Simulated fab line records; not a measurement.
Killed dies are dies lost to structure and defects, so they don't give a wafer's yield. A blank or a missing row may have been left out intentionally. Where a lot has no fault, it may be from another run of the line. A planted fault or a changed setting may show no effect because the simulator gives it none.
Chamber matching + flow n5_finfet + N5_FIN_CUT_ETCH_20 on rie_diel-03 has 4 sister chambers
The step etches SiARC in CF4, target depth 26 nm, time 43.3 s. 16 wafers are shown with their chamber, then 8 later ones without.

EACH WAFER AND ITS CHAMBER
| wafer  | chamber | drypump_motor_current_A (A) | showerhead_plenum_p_Torr (Torr) | etch_rf_on_time_s (s) |
|--------|---------|-----------------------------|---------------------------------|-----------------------|
| L075.1 | 0       | 5.3                         | 2.16                            | 44.2                  |
| L075.2 | 2       | 6.6                         | 2.12                            | 42.2                  |
| L075.4 | 1       | 5.9                         | 2.11                            | 46.4                  |
| L076.2 | 2       | 6.6                         | 2.12                            | 41.8                  |
| L076.3 | 0       | 5.2                         | 2.16                            | 44.4                  |
| L076.4 | 1       | 5.8                         | 2.10                            | 46.5                  |
| L082.3 | 0       | 5.2                         | 2.16                            | 43.9                  |
| L082.4 | 2       | 6.6                         | 2.12                            | 41.8                  |
| L082.6 | 0       | 5.2                         | 2.16                            | 44.1                  |
| L089.2 | 3       | 6.4                         | 2.22                            | 41.8                  |
| L089.4 | 1       | 5.8                         | 2.10                            | 46.1                  |
| L089.6 | 1       | 5.9                         | 2.10                            | 46.1                  |
| L092.1 | 2       | 6.6                         | 2.11                            | 42.3                  |
| L092.3 | 1       | 5.8                         | 2.09                            | 46.1                  |
| L092.4 | 0       | 5.2                         | 2.15                            | 44.4                  |
| L093.1 | 3       | 6.4                         | 2.21                            | 42.9                  |

SIGNATURES (averages over the wafers above)
| reading                  | chamber 0 | chamber 1 | chamber 2 | chamber 3 | scatter within a chamber |
|--------------------------|-----------|-----------|-----------|-----------|--------------------------|
| drypump_motor_current_A  | 5.220     | 5.840     | 6.600     | 6.400     | 0.0408                   |
| showerhead_plenum_p_Torr | 2.1580    | 2.1000    | 2.1175    | 2.2150    | 0.00581                  |
| etch_rf_on_time_s        | 44.200    | 46.240    | 42.025    | 42.350    | 0.309                    |
Rule: a wafer lies at a distance from a chamber equal to the root of the sum of squares, over the readings, of (its reading less the chamber's mean, divided by the reading's scatter). If the next closest chamber is less than 2 further off than the closest, the wafer can't be placed; otherwise it belongs to the closest. The scatter: take each reading less its chamber's mean, square it, sum over the shown wafers, divide by the number of wafers less the number of chambers, and take the root.

WAFERS WITHOUT THEIR CHAMBER
| wafer  | drypump_motor_current_A (A) | showerhead_plenum_p_Torr (Torr) | etch_rf_on_time_s (s) |
|--------|-----------------------------|---------------------------------|-----------------------|
| L093.5 | 6.6                         | 2.11                            | 42.7                  |
| L093.6 | 6.4                         | 2.21                            | 42.9                  |
| L094.2 | 6.4                         | 2.21                            | 42.8                  |
| L094.3 | 6.6                         | 2.11                            | 42.0                  |
| L094.5 | 6.4                         | 2.21                            | 42.6                  |
| L097.2 | 5.2                         | 2.15                            | 45.3                  |
| L097.4 | 6.6                         | 2.11                            | 42.8                  |
| L097.5 | 5.9                         | 2.09                            | 45.7                  |

THE CHAMBER EACH PASSED THROUGH
| wafer  | from the rows above | in truth |
|--------|---------------------|----------|
| L093.5 | 2                   | 2        |
| L093.6 | 3                   | 3        |
| L094.2 | 3                   | 3        |
| L094.3 | 2                   | 2        |
| L094.5 | 3                   | 3        |
| L097.2 | 0                   | 0        |
| L097.4 | 2                   | 2        |
| L097.5 | 1                   | 1        |
Placed correctly: 8 of 8. Not placeable from these rows: 0. 0 placed wrongly.
